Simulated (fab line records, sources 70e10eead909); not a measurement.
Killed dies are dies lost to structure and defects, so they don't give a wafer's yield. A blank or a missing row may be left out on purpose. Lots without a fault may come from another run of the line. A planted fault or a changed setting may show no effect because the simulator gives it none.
Chamber matching | flow nand_harc | NHARC_A_CONTACT_DESCUM_47 on rie_diel-03: 4 sister chambers
The step chemistry O2, time 3 s. 33 wafers are shown with their chamber, then 12 later ones without.

WAFERS WITH THEIR CHAMBER
wafer  | chamber | showerhead_plenum_p_Torr (Torr) | drypump_motor_current_A (A) | oes_product_au (a.u.)
L075.1 | 2       | 1.80                            | 5.3                         | 1.008
L075.2 | 1       | 1.95                            | 5.7                         | 0.995
L075.6 | 1       | 1.95                            | 5.7                         | 0.991
L074.1 | 3       | 1.78                            | 5.6                         | 1.006
L074.2 | 2       | 1.81                            | 5.3                         | 1.007
L074.6 | 0       | 1.84                            | 6.2                         | 0.997
L076.1 | 3       | 1.78                            | 5.6                         | 1.009
L076.2 | 1       | 1.95                            | 5.7                         | 0.990
L076.3 | 2       | 1.80                            | 5.4                         | 1.004
L076.4 | 0       | 1.84                            | 6.3                         | 0.995
L076.5 | 0       | 1.84                            | 6.3                         | 0.987
L076.6 | 3       | 1.78                            | 5.6                         | 1.007
L085.2 | 2       | 1.80                            | 5.3                         | 1.016
L085.3 | 1       | 1.95                            | 5.7                         | 0.994
L085.4 | 3       | 1.77                            | 5.6                         | 1.000
L085.1 | 0       | 1.84                            | 6.3                         | 0.987
L085.5 | 3       | 1.78                            | 5.6                         | 1.002
L085.6 | 0       | 1.84                            | 6.3                         | 0.989
L081.1 | 3       | 1.77                            | 5.6                         | 0.999
L081.2 | 0       | 1.84                            | 6.3                         | 0.992
L081.5 | 0       | 1.84                            | 6.3                         | 0.990
L084.1 | 0       | 1.84                            | 6.3                         | 0.992
L084.4 | 1       | 1.94                            | 5.7                         | 0.995
L084.5 | 1       | 1.94                            | 5.7                         | 0.998
L086.3 | 3       | 1.77                            | 5.5                         | 1.002
L086.5 | 3       | 1.77                            | 5.6                         | 1.007
L086.6 | 0       | 1.84                            | 6.3                         | 0.995
L086.1 | 0       | 1.84                            | 6.3                         | 0.998
L086.2 | 2       | 1.80                            | 5.3                         | 1.010
L086.4 | 1       | 1.94                            | 5.7                         | 0.990
L089.4 | 2       | 1.80                            | 5.4                         | 1.000
L089.5 | 0       | 1.84                            | 6.3                         | 1.000
L089.6 | 3       | 1.77                            | 5.6                         | 1.003

SIGNATURES (means of the wafers above)
reading                  | chamber 0 | chamber 1 | chamber 2 | chamber 3 | scatter within a chamber
showerhead_plenum_p_Torr | 1.8400    | 1.9457    | 1.8017    | 1.7744    | 0.00406
drypump_motor_current_A  | 6.291     | 5.700     | 5.333     | 5.589     | 0.0329
oes_product_au           | 0.99291   | 0.99329   | 1.00750   | 1.00389   | 0.00414
Rule: a wafer's distance from a chamber is the root of the sum, over the readings, of the square of ((its reading less the chamber's mean) divided by the reading's scatter). The wafer belongs to the nearest chamber; if the next one is less than 2 further off, it can't be placed. The scatter: the root of (the sum of the squares of (reading less its chamber's mean) over the shown wafers, divided by (wafers less chambers)).

WAFERS WITHOUT THEIR CHAMBER
wafer  | showerhead_plenum_p_Torr (Torr) | drypump_motor_current_A (A) | oes_product_au (a.u.)
L088.2 | 1.94                            | 5.7                         | 0.993
L088.4 | 1.80                            | 5.3                         | 0.998
L088.6 | 1.94                            | 5.7                         | 0.991
L090.2 | 1.77                            | 5.6                         | 1.016
L090.4 | 1.84                            | 6.3                         | 0.989
L090.6 | 1.77                            | 5.6                         | 1.006
L090.1 | 1.80                            | 5.3                         | 1.008
L090.3 | 1.94                            | 5.7                         | 1.002
L090.5 | 1.84                            | 6.3                         | 1.005
L093.1 | 1.77                            | 5.6                         | 1.011
L093.2 | 1.84                            | 6.3                         | 1.004
L093.3 | 1.80                            | 5.3                         | 1.000

WHICH CHAMBER EACH WENT THROUGH
wafer  | from the rows above | in truth
L088.2 | 1                   | 1
L088.4 | 2                   | 2
L088.6 | 1                   | 1
L090.2 | 3                   | 3
L090.4 | 0                   | 0
L090.6 | 3                   | 3
L090.1 | 2                   | 2
L090.3 | 1                   | 1
L090.5 | 0                   | 0
L093.1 | 3                   | 3
L093.2 | 0                   | 0
L093.3 | 2                   | 2
Placed correctly: 12 of 12. Can't be placed from these rows: 0. Placed wrongly: 0.
